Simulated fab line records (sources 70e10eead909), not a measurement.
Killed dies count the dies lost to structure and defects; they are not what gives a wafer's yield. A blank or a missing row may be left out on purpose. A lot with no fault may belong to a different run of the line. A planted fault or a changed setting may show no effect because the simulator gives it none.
fab line records	flow nandHarc
[record] lots = 24	wafers = 72	lastDay = 25
route steps=1159 shown A_WL_FILL@832 A_CONTACT@843
lots that met no fault: from a run of the same line without faults
startH: start of the lot's first displayed wafer, in hours after the record's first day	waitH: hours from the lot's prior step to this one	" repeats the value in the row above	L1.1+2: one row covering several wafers at once	- either no value or no given start	* or withheld: withheld	< > ~ a bound
route shown NAME@n: NAME is a module with steps in the file, n the number in the route of the first one	usual: mean/standard deviation of fault-free wafers	same: alike in all rows	chamber/n: place in a boat	sites: each site's reading	_std_site: their standard deviation	_edge_site: the outer-site mean with the inner-site mean subtracted	radiusMm: for every site, how far away it sits from the centre of the wafer	mask NAME#n: copy n	behind: tool/chamber where the wafer was last shaped	hold: reason for holding the lot/hours on hold/outcome of the hold	device: transistor that didn't switch, given as n, p or np	end of line: the route-end tests of the same wafers	step lacking rows: just its recipe	killed: the dies lost at the first sort to structure and to defects; this is not the yield of the wafer	map: per-die view of a wafer (x killed, . not killed, _ where there is no die)
set.NAME: the setting as run; set.NAME@STEP: as run at that earlier step	model.NAME: the simulator's own value behind a step, which no gauge read
a sample of lots followed through the steps of the route, with each step as a table and each wafer as a row
services: when a tool's chamber went out of use (startH, in hours from the record's first day, below 0 if earlier), for how many hours, and the reason
[[steps]]
[step NHARC_A_WL_FILL_ALD_19]
[recipe] targetThkA = 20	pulseTimeS = 3	aldCycles = 100	tempC = 450	material = TiN
[usual] heaterPowerW = 1144/140	precursorPulseHeightRel = 1.000/0.018	susceptorTempC = 450.02/0.23
[same] pulseTimeS = 3
lot.wafer	tool	chamber	startH	waitH	heaterPowerW	precursorPulseHeightRel	sinceWetCleanH	susceptorTempC
L074.1	aldMetal-03	0	354.34	0.1	1233	0.982	22	449.97
L074.4	"	1	"	"	1253	0.982	22	450.42
L074.5	"	2	"	"	1082	0.990	-	449.92
L075.3	aldMetal-01	1	354.36	0.1	1290	1.020	64	450.15
L075.1	"	2	"	"	1115	1.028	64	450.40
L075.6	"	0	"	"	1352	1.006	-	450.28
L077.2	aldMetal-03	0	364.34	0.1	1251	0.990	32	450.38
L077.4	"	1	"	"	1236	1.030	32	450.31
L077.5	"	3	"	"	1314	1.010	-	450.00
L076.4	aldMetal-04	2	364.34	0.1	1069	1.031	126	449.88
L076.2	"	0	"	"	1134	0.989	126	450.07
L076.6	"	1	"	"	905	1.008	-	449.85
L078.4	aldMetal-03	2	364.44	0.1	1105	0.987	32	449.96
L078.1	"	3	"	"	1263	1.001	32	450.14
L078.3	"	0	"	"	1249	0.997	33	449.98
L080.2	aldMetal-04	2	390.84	0.1	1087	0.970	153	450.36
L080.5	"	1	"	"	913	1.037	-	450.00
L080.6	"	2	"	"	1083	1.018	-	450.09
L079.2	aldMetal-03	2	390.85	0.1	1088	1.038	59	450.00
L079.3	"	3	"	"	1273	0.985	59	450.17
L079.6	"	3	"	"	1306	1.006	-	450.45
L081.4	aldMetal-04	0	402.78	0.1	1141	1.008	165	450.09
L081.1	"	1	"	"	940	0.987	165	450.12
L081.6	"	0	"	"	1146	0.957	-	450.17
L082.3	aldMetal-01	0	402.82	0.1	1393	0.997	113	449.76
L082.2	"	1	"	"	1286	1.010	113	450.12
L082.5	"	3	"	"	922	1.017	-	449.93
L084.1	aldMetal-03	0	415.25	0.1	1248	0.975	83	450.61
L084.2	"	2	"	"	1139	0.991	83	449.91
L084.6	"	2	"	"	1097	0.992	-	449.72
L085.3	aldMetal-01	1	415.26	0.1	1255	0.995	125	449.58
L085.1	"	2	"	"	1079	1.007	125	450.20
L085.6	"	3	"	"	940	1.016	-	449.67
L083.3	aldMetal-04	1	426.44	0.1	945	1.027	10	449.66
L083.1	"	2	"	"	1084	1.004	10	450.16
L083.2	"	3	"	"	948	0.977	11	449.70
L087.3	aldMetal-03	2	433.10	0.1	1098	0.988	101	450.14
L087.4	"	3	"	"	1303	0.964	101	449.64
L087.5	"	1	"	"	1239	1.020	-	449.72
L088.1	aldMetal-01	2	433.11	0.1	1135	0.979	143	450.25
L088.3	"	3	"	"	925	1.001	143	449.93
L088.6	"	2	"	"	1110	0.978	-	450.36
L086.1	aldMetal-04	1	435.59	0.1	955	0.975	20	450.06
L086.4	"	3	"	"	929	1.000	20	449.93
L086.6	"	2	"	"	1104	1.031	-	449.83
L089.3	aldMetal-04	1	447.55	0.1	948	0.996	32	449.97
L089.5	"	1	"	"	935	1.010	-	450.13
L089.6	"	2	"	"	1076	1.007	-	449.90
L090.3	aldMetal-04	0	451.81	0.1	1184	0.998	36	450.20
L090.1	"	1	"	"	925	0.989	36	450.34
L090.6	"	0	"	"	1253	0.999	-	450.18
L091.3	aldMetal-03	3	462.38	0.1	1281	1.007	130	449.87
L091.1	"	0	"	"	1258	0.985	130	450.09
L091.4	"	0	"	"	1288	1.015	-	449.71
L092.3	aldMetal-04	2	462.44	0.2	1079	1.011	46	449.91
L092.1	"	3	"	"	944	1.002	46	450.65
L092.6	"	0	"	"	1193	1.001	-	449.60
L093.2	aldMetal-03	0	469.82	0.1	1262	1.013	138	450.21
L093.4	"	1	"	"	1248	1.013	138	450.26
L093.5	"	0	"	"	1244	1.008	-	450.19
L094.1	aldMetal-04	1	479.56	0.1	936	0.976	64	449.88
L094.3	"	3	"	"	938	0.989	64	450.30
L094.5	"	0	"	"	1204	1.028	-	449.76
L096.1	aldMetal-03	1	486.47	0.1	1238	0.979	155	450.05
L096.6	"	1	"	"	1249	0.983	-	450.08
L096.5	"	2	"	"	1094	1.001	-	450.15
L095.1	aldMetal-03	3	489.95	0.1	1316	1.021	158	449.93
L095.3	"	1	"	"	1238	0.998	158	449.96
L095.2	"	2	"	"	1111	1.016	158	449.87
L097.2	aldMetal-01	0	512.47	0.1	1410	0.999	44	449.75
L097.3	"	3	"	"	910	1.013	44	450.23
L097.5	"	1	"	"	1238	0.977	-	449.86
[step NHARC_A_CONTACT_DEP_29]
[recipe] targetThkA = 700	targetThkNm = 70	tempC = 400	pressureTorr = 3.5	flowSccm = 200	rfW = 350	material = SiON
[usual] heaterPowerW = 743/74	susceptorTempC = 400.05/0.23
lot.wafer	tool	chamber	startH	waitH	heaterPowerW	sinceWetCleanH	susceptorTempC
L074.1	pecvd-01	0	364.62	1.9	692	114	400.02
L074.4	"	0	"	"	711	-	400.11
L074.5	"	1	"	"	730	-	399.79
L075.1	pecvd-01	1	364.93	1.9	749	115	399.90
L075.3	"	2	"	"	765	115	400.29
L075.6	"	2	"	"	767	-	399.96
L077.2	pecvd-02	2	372.88	1.5	837	26	399.79
L077.5	"	0	"	"	943	-	400.20
L077.4	"	1	"	"	774	-	400.05
L076.2	pecvd-04	2	373.01	1.5	711	165	400.13
L076.6	"	2	"	"	721	-	400.09
L076.4	"	0	"	"	838	-	399.83
L078.1	pecvd-02	0	377.42	1.9	837	30	399.92
L078.3	"	1	"	"	773	30	399.67
L078.4	"	0	"	"	857	-	400.36
L080.2	pecvd-04	1	399.57	1.5	765	10	400.29
L080.6	"	0	"	"	818	-	400.64
L080.5	"	1	"	"	776	-	400.26
L079.3	pecvd-01	1	401.78	1.1	692	151	399.85
L079.2	"	2	"	"	786	151	400.27
L079.6	"	1	"	"	704	-	400.06
L081.1	pecvd-01	0	411.44	1.9	713	161	400.04
L081.4	"	1	"	"	809	-	399.81
L081.6	"	2	"	"	766	-	399.94
L082.3	pecvd-01	2	412.16	1.2	726	162	400.22
L082.2	"	0	"	"	721	162	400.59
L082.5	"	0	"	"	713	-	400.10
L085.1	pecvd-02	0	426.75	1.9	822	80	399.96
L085.3	"	1	"	"	745	80	399.88
L085.6	"	2	"	"	830	-	400.61
L084.2	pecvd-04	1	428.48	1.5	792	39	399.86
L084.1	"	2	"	"	649	39	400.24
L084.6	"	2	"	"	644	-	400.09
L083.3	pecvd-04	0	435.09	1.2	762	46	400.16
L083.1	"	1	"	"	738	46	400.14
L083.2	"	2	"	"	716	46	400.02
L087.3	pecvd-04	1	441.69	1.1	794	52	399.85
L087.5	"	1	"	"	812	-	400.22
L087.4	"	2	"	"	734	-	400.29
L088.3	pecvd-02	1	445.05	1.1	796	98	399.89
L088.1	"	0	"	"	781	98	400.23
L088.6	"	1	"	"	787	-	400.26
L086.1	pecvd-02	2	446.53	1.9	865	99	400.18
L086.6	"	2	"	"	848	-	399.82
L086.4	"	0	"	"	818	-	400.22
L089.3	pecvd-01	0	456.28	1.2	674	25	400.23
L089.5	"	1	"	"	645	-	400.10
L089.6	"	0	"	"	672	-	399.86
L090.1	pecvd-01	1	460.63	1.9	627	29	399.99
L090.3	"	0	"	"	631	-	400.61
L090.6	"	1	"	"	621	-	400.10
L092.3	pecvd-04	0	473.19	1.1	851	84	399.77
L092.1	"	1	"	"	801	84	400.05
L092.6	"	0	"	"	807	-	399.90
L091.1	pecvd-04	0	473.83	1.8	783	85	400.12
L091.3	"	1	"	"	687	85	400.11
L091.4	"	2	"	"	732	-	400.01
L093.2	pecvd-02	2	479.52	1.5	812	132	399.78
L093.4	"	2	"	"	842	-	399.94
L093.5	"	1	"	"	709	-	400.15
L094.3	pecvd-04	1	490.48	1.1	719	101	399.57
L094.1	"	0	"	"	788	101	399.94
L094.5	"	0	"	"	787	-	399.88
L096.1	pecvd-02	0	496.73	1.9	852	149	400.08
L096.5	"	1	"	"	789	-	400.07
L096.6	"	0	"	"	864	-	399.86
L095.1	pecvd-01	0	502.88	1.9	565	72	400.13
L095.3	"	1	"	"	626	72	400.12
L095.2	"	2	"	"	643	72	400.14
L097.2	pecvd-01	1	523.98	1.5	740	93	400.06
L097.3	"	0	"	"	583	93	399.55
L097.5	"	0	"	"	584	-	399.65
[step NHARC_A_CONTACT_ETCH_122]
[recipe] sourceW = withheld	pressureMtorr = 20	biasV = 3000	timeS = 95	targetDepthA = 9300	arFlowSccm = withheld	c4f8FlowSccm = withheld	o2FlowSccm = withheld	chemistry = C4F8/O2/Ar
lot.wafer	tool	chamber	startH	waitH	rfHoursCounterH
L075.1	harCapEtch-02	1	371.60	0.1	8
L075.3	"	0	"	"	-
L075.6	"	0	"	"	-
L074.1	harCapEtch-01	0	371.66	0.1	54
L074.4	"	1	"	"	-
L074.5	"	0	"	"	-
L077.2	harCapEtch-01	0	376.17	0.1	55
L077.4	"	0	"	"	-
L077.5	"	1	"	"	-
L076.2	harCapEtch-03	1	376.39	0.1	84
L076.4	"	0	"	"	-
L076.6	"	1	"	"	-
L078.1	harCapEtch-02	0	380.71	0.1	12
L078.4	"	1	"	"	-
L078.3	"	0	"	"	-
L080.2	harCapEtch-03	0	402.70	0.1	88
L080.6	"	1	"	"	-
L080.5	"	0	"	"	-
L079.2	harCapEtch-02	0	405.07	0.1	16
L079.3	"	1	"	"	-
L079.6	"	0	"	"	-
L081.1	harCapEtch-02	1	414.67	0.1	17
L081.4	"	0	"	"	-
L081.6	"	0	"	"	-
L082.2	harCapEtch-01	0	415.75	0.1	63
L082.3	"	1	"	"	-
L082.5	"	0	"	"	-
L085.1	harCapEtch-01	0	430.25	0.1	65
L085.3	"	0	"	"	-
L085.6	"	0	"	"	-
L084.2	harCapEtch-02	0	431.84	0.1	19
L084.1	"	1	"	"	19
L084.6	"	0	"	"	-
L083.1	harCapEtch-01	0	438.39	0.1	66
L083.2	"	1	"	"	66
L083.3	"	0	"	"	-
L087.3	harCapEtch-01	1	445.00	0.1	-
L087.4	"	0	"	"	-
L087.5	"	1	"	"	-
L088.1	harCapEtch-01	1	448.46	0.1	69
L088.3	"	1	"	"	-
L088.6	"	0	"	"	-
L086.1	harCapEtch-03	1	449.87	0.1	96
L086.4	"	0	"	"	-
L086.6	"	0	"	"	-
L089.3	harCapEtch-02	0	459.80	0.1	-
L089.5	"	1	"	"	-
L089.6	"	0	"	"	-
L090.1	harCapEtch-02	0	464.19	0.1	26
L090.3	"	0	"	"	-
L090.6	"	1	"	"	-
L092.1	harCapEtch-01	0	476.50	0.1	74
L092.3	"	1	"	"	-
L092.6	"	1	"	"	-
L091.1	harCapEtch-03	0	477.12	0.1	102
L091.4	"	1	"	"	-
L091.3	"	0	"	"	-
L093.2	harCapEtch-01	1	483.23	0.1	75
L093.4	"	0	"	"	-
L093.5	"	1	"	"	-
L094.1	harCapEtch-01	0	494.15	0.1	78
L094.3	"	1	"	"	-
L094.5	"	0	"	"	-
L096.1	harCapEtch-02	0	499.81	0.1	31
L096.5	"	0	"	"	-
L096.6	"	1	"	"	-
L095.1	harCapEtch-03	0	506.17	0.1	106
L095.2	"	1	"	"	106
L095.3	"	0	"	"	-
L097.2	harCapEtch-01	1	527.24	0.1	84
L097.3	"	0	"	"	-
L097.5	"	1	"	"	-
[step NHARC_A_CONTACT_ETCH_131]
[recipe] sourceW = withheld	pressureMtorr = 20	biasV = 1200	timeS = 155	targetDepthA = 9560	arFlowSccm = withheld	c4f8FlowSccm = withheld	o2FlowSccm = withheld	chemistry = C4F8/O2/Ar
lot.wafer	tool	chamber	startH	waitH	rfHoursCounterH
L074.1	harCapEtch-02	1	378.62	0.1	11
L074.4	"	0	"	"	-
L074.5	"	0	"	"	-
L075.1	harCapEtch-01	0	378.88	0.1	57
L075.3	"	1	"	"	-
L075.6	"	1	"	"	-
L076.2	harCapEtch-03	1	385.43	0.1	86
L076.4	"	1	"	"	-
L076.6	"	0	"	"	-
L077.2	harCapEtch-02	0	388.39	0.2	14
L077.4	"	1	"	"	-
L077.5	"	0	"	"	-
L078.1	harCapEtch-01	0	389.35	0.1	59
L078.3	"	0	"	"	-
L078.4	"	1	"	"	-
L080.2	harCapEtch-01	0	409.38	0.1	61
L080.6	"	0	"	"	-
L080.5	"	1	"	"	-
L079.2	harCapEtch-03	0	412.26	0.1	90
L079.3	"	0	"	"	-
L079.6	"	1	"	"	-
L081.1	harCapEtch-01	1	421.41	0.1	64
L081.4	"	0	"	"	-
L081.6	"	0	"	"	-
L082.2	harCapEtch-03	0	422.78	0.1	92
L082.3	"	1	"	"	-
L082.5	"	1	"	"	-
L085.1	harCapEtch-03	1	437.20	0.1	94
L085.3	"	1	"	"	-
L085.6	"	1	"	"	-
L084.1	harCapEtch-02	1	438.81	0.1	21
L084.2	"	0	"	"	21
L084.6	"	1	"	"	-
L083.1	harCapEtch-02	1	445.93	0.1	22
L083.2	"	0	"	"	22
L083.3	"	1	"	"	-
L087.4	harCapEtch-02	1	452.91	0.1	-
L087.3	"	0	"	"	-
L087.5	"	0	"	"	-
L088.1	harCapEtch-03	0	455.37	0.1	98
L088.3	"	1	"	"	-
L088.6	"	0	"	"	-
L086.1	harCapEtch-01	0	457.21	0.1	71
L086.4	"	1	"	"	-
L086.6	"	0	"	"	-
L089.3	harCapEtch-01	1	466.73	0.1	-
L089.6	"	0	"	"	-
L089.5	"	1	"	"	-
L090.1	harCapEtch-03	0	471.40	0.1	100
L090.3	"	1	"	"	-
L090.6	"	0	"	"	-
L091.1	harCapEtch-03	1	485.67	0.1	103
L091.3	"	0	"	"	-
L091.4	"	1	"	"	-
L092.1	harCapEtch-01	0	486.72	0.2	77
L092.3	"	1	"	"	-
L092.6	"	1	"	"	-
L093.2	harCapEtch-02	0	491.72	0.1	29
L093.4	"	0	"	"	-
L093.5	"	0	"	"	-
L094.1	harCapEtch-01	0	503.37	0.1	79
L094.3	"	0	"	"	-
L094.5	"	1	"	"	-
L096.1	harCapEtch-02	0	508.02	0.1	32
L096.5	"	0	"	"	-
L096.6	"	1	"	"	-
L095.2	harCapEtch-03	1	513.06	0.1	107
L095.1	"	0	"	"	107
L095.3	"	0	"	"	-
L097.2	harCapEtch-01	1	536.21	0.1	86
L097.3	"	1	"	"	-
L097.5	"	1	"	"	-
[step NHARC_A_CONTACT_ETCH_132]
[recipe] sourceW = withheld	pressureMtorr = 20	biasV = 1200	timeS = 156	targetDepthA = 9580	arFlowSccm = withheld	c4f8FlowSccm = withheld	o2FlowSccm = withheld	chemistry = C4F8/O2/Ar
lot.wafer	tool	chamber	startH	waitH	rfHoursCounterH
L074.1	harCapEtch-02	1	378.77	0.1	11
L074.4	"	0	"	"	-
L074.5	"	0	"	"	-
L075.1	harCapEtch-01	0	379.03	0.1	57
L075.3	"	1	"	"	-
L075.6	"	1	"	"	-
L076.2	harCapEtch-03	1	385.57	0.1	86
L076.4	"	1	"	"	-
L076.6	"	0	"	"	-
L077.2	harCapEtch-02	0	388.58	0.2	14
L077.4	"	1	"	"	-
L077.5	"	0	"	"	-
L078.1	harCapEtch-01	0	389.49	0.1	59
L078.3	"	0	"	"	-
L078.4	"	1	"	"	-
L080.2	harCapEtch-01	0	409.53	0.1	61
L080.6	"	0	"	"	-
L080.5	"	1	"	"	-
L079.2	harCapEtch-03	0	412.40	0.1	90
L079.3	"	0	"	"	-
L079.6	"	1	"	"	-
L081.1	harCapEtch-01	1	421.55	0.1	64
L081.4	"	0	"	"	-
L081.6	"	0	"	"	-
L082.2	harCapEtch-03	0	422.92	0.1	92
L082.3	"	1	"	"	-
L082.5	"	1	"	"	-
L085.1	harCapEtch-03	1	437.35	0.1	94
L085.3	"	1	"	"	-
L085.6	"	1	"	"	-
L084.1	harCapEtch-02	1	438.95	0.1	21
L084.2	"	0	"	"	21
L084.6	"	1	"	"	-
L083.1	harCapEtch-02	1	446.07	0.1	22
L083.2	"	0	"	"	22
L083.3	"	1	"	"	-
L087.4	harCapEtch-02	1	453.05	0.1	-
L087.3	"	0	"	"	-
L087.5	"	0	"	"	-
L088.1	harCapEtch-03	0	455.52	0.1	98
L088.3	"	1	"	"	-
L088.6	"	0	"	"	-
L086.1	harCapEtch-01	0	457.35	0.1	71
L086.4	"	1	"	"	-
L086.6	"	0	"	"	-
L089.3	harCapEtch-01	1	466.87	0.1	-
L089.6	"	0	"	"	-
L089.5	"	1	"	"	-
L090.1	harCapEtch-03	0	471.54	0.1	101
L090.3	"	1	"	"	-
L090.6	"	0	"	"	-
L091.1	harCapEtch-03	1	485.81	0.1	103
L091.3	"	0	"	"	-
L091.4	"	1	"	"	-
L092.1	harCapEtch-01	0	486.91	0.2	77
L092.3	"	1	"	"	-
L092.6	"	1	"	"	-
L093.2	harCapEtch-02	0	491.86	0.1	29
L093.4	"	0	"	"	-
L093.5	"	0	"	"	-
L094.1	harCapEtch-01	0	503.51	0.1	79
L094.3	"	0	"	"	-
L094.5	"	1	"	"	-
L096.1	harCapEtch-02	0	508.16	0.1	32
L096.5	"	0	"	"	-
L096.6	"	1	"	"	-
L095.2	harCapEtch-03	1	513.20	0.1	107
L095.1	"	0	"	"	107
L095.3	"	0	"	"	-
L097.2	harCapEtch-01	1	536.36	0.1	86
L097.3	"	1	"	"	-
L097.5	"	1	"	"	-
[step NHARC_A_CONTACT_DEP_85]
[recipe] targetThkA = 500	targetThkNm = 50	tempC = 400	pressureTorr = 3.5	flowSccm = 200	rfW = 350	material = SiON
[usual] heaterPowerW = 763/88	susceptorTempC = 400.04/0.22
lot.wafer	tool	chamber	startH	waitH	heaterPowerW	sinceWetCleanH	susceptorTempC
L074.1	pecvd-02	1	384.28	1.1	768	37	400.17
L074.5	"	2	"	"	857	-	400.57
L074.4	"	1	"	"	780	-	399.83
L075.1	pecvd-02	0	384.51	1.1	916	37	400.16
L075.3	"	1	"	"	764	37	399.86
L075.6	"	1	"	"	751	-	400.09
L076.2	pecvd-02	0	389.39	0.9	929	42	399.69
L076.6	"	2	"	"	759	-	400.12
L076.4	"	0	"	"	917	-	399.70
L077.2	pecvd-01	2	391.88	0.9	785	142	400.21
L077.5	"	2	"	"	813	-	400.32
L077.4	"	0	"	"	605	-	400.00
L078.1	pecvd-02	2	392.64	1.0	741	45	399.89
L078.3	"	1	"	"	705	45	400.03
L078.4	"	0	"	"	869	-	400.12
L080.2	pecvd-02	2	415.34	0.9	830	68	400.23
L080.6	"	0	"	"	770	-	400.34
L080.5	"	1	"	"	658	-	400.00
L079.2	pecvd-01	2	415.83	0.8	735	166	399.87
L079.3	"	0	"	"	716	166	400.05
L079.6	"	0	"	"	587	-	399.86
L081.1	pecvd-02	1	426.49	1.1	739	79	400.01
L081.4	"	0	"	"	929	-	399.75
L081.6	"	1	"	"	703	-	399.50
L082.3	pecvd-02	2	427.68	0.6	861	80	400.11
L082.2	"	1	"	"	742	80	400.07
L082.5	"	2	"	"	842	-	399.78
L085.3	pecvd-02	1	440.55	0.6	709	93	400.01
L085.1	"	0	"	"	904	93	399.97
L085.6	"	2	"	"	789	-	400.20
L084.1	pecvd-02	2	443.64	1.1	807	96	400.09
L084.2	"	1	"	"	793	96	399.96
L084.6	"	2	"	"	810	-	399.76
L083.3	pecvd-01	2	449.73	0.6	714	18	399.80
L083.1	"	0	"	"	655	18	399.72
L083.2	"	1	"	"	731	18	400.28
L087.3	pecvd-02	0	457.57	0.7	923	110	400.01
L087.4	"	1	"	"	794	-	399.93
L087.5	"	0	"	"	905	-	400.13
L088.3	pecvd-02	2	458.82	0.7	705	112	400.27
L088.1	"	0	"	"	862	112	399.91
L088.6	"	2	"	"	723	-	399.94
L086.1	pecvd-02	0	460.85	1.2	924	114	400.12
L086.4	"	2	"	"	834	-	400.13
L086.6	"	0	"	"	922	-	399.99
L089.3	pecvd-04	0	472.12	0.7	819	83	400.21
L089.6	"	2	"	"	633	-	399.94
L089.5	"	0	"	"	833	-	399.96
L090.3	pecvd-02	1	475.08	0.6	759	128	399.79
L090.1	"	0	"	"	798	128	400.04
L090.6	"	1	"	"	753	-	400.17
L091.1	pecvd-02	0	489.88	1.0	770	143	400.45
L091.3	"	1	"	"	664	143	399.79
L091.4	"	2	"	"	849	-	399.91
L092.3	pecvd-02	1	491.14	0.7	721	144	399.71
L092.1	"	2	"	"	854	144	400.24
L092.6	"	2	"	"	835	-	400.19
L093.2	pecvd-02	2	495.19	0.9	729	148	399.94
L093.4	"	2	"	"	696	-	399.82
L093.5	"	1	"	"	724	-	399.89
L094.3	pecvd-01	0	506.78	0.7	664	75	400.32
L094.1	"	2	"	"	653	75	400.32
L094.5	"	1	"	"	690	-	400.17
L096.1	pecvd-01	2	511.51	1.1	660	80	400.09
L096.5	"	1	"	"	639	-	400.18
L096.6	"	2	"	"	661	-	400.02
L095.3	pecvd-04	0	516.57	0.6	797	127	399.49
L095.1	"	1	"	"	700	127	399.86
L095.2	"	2	"	"	671	127	400.18
L097.2	pecvd-01	1	542.04	0.9	663	111	400.13
L097.3	"	2	"	"	675	111	399.84
L097.5	"	1	"	"	621	-	400.31
[[services]]
tool	chamber	startH	hours	kind
pecvd-02	-	334.27	13.0	pm
pecvd-02	0	334.27	13.0	ventCycle
pecvd-02	1	334.27	13.0	ventCycle
pecvd-02	2	334.27	13.0	ventCycle
pecvd-02	0	347.27	-	clean
pecvd-02	1	347.27	-	clean
aldMetal-01	2	375.25	11.9	repair
pecvd-04	-	376.34	13.0	pm
pecvd-04	0	389.61	6.4	repair
aldMetal-04	-	406.00	10.0	pm
aldMetal-03	1	413.98	6.7	repair
pecvd-01	-	418.39	13.0	pm
aldMetal-03	-	425.14	1.0	repair
pecvd-01	-	448.27	0.9	repair
aldMetal-03	1	449.47	19.0	repair
pecvd-04	-	454.48	4.5	repair
pecvd-01	2	457.95	3.3	repair
harCapEtch-02	-	484.75	1.8	repair
aldMetal-04	0	486.61	22.0	repair
aldMetal-03	-	500.00	10.0	pm
pecvd-02	-	515.27	13.0	pm
harCapEtch-01	-	518.75	0.1	repair
pecvd-01	2	524.80	6.5	repair
aldMetal-04	-	534.15	4.3	repair
[[key]]
fault none
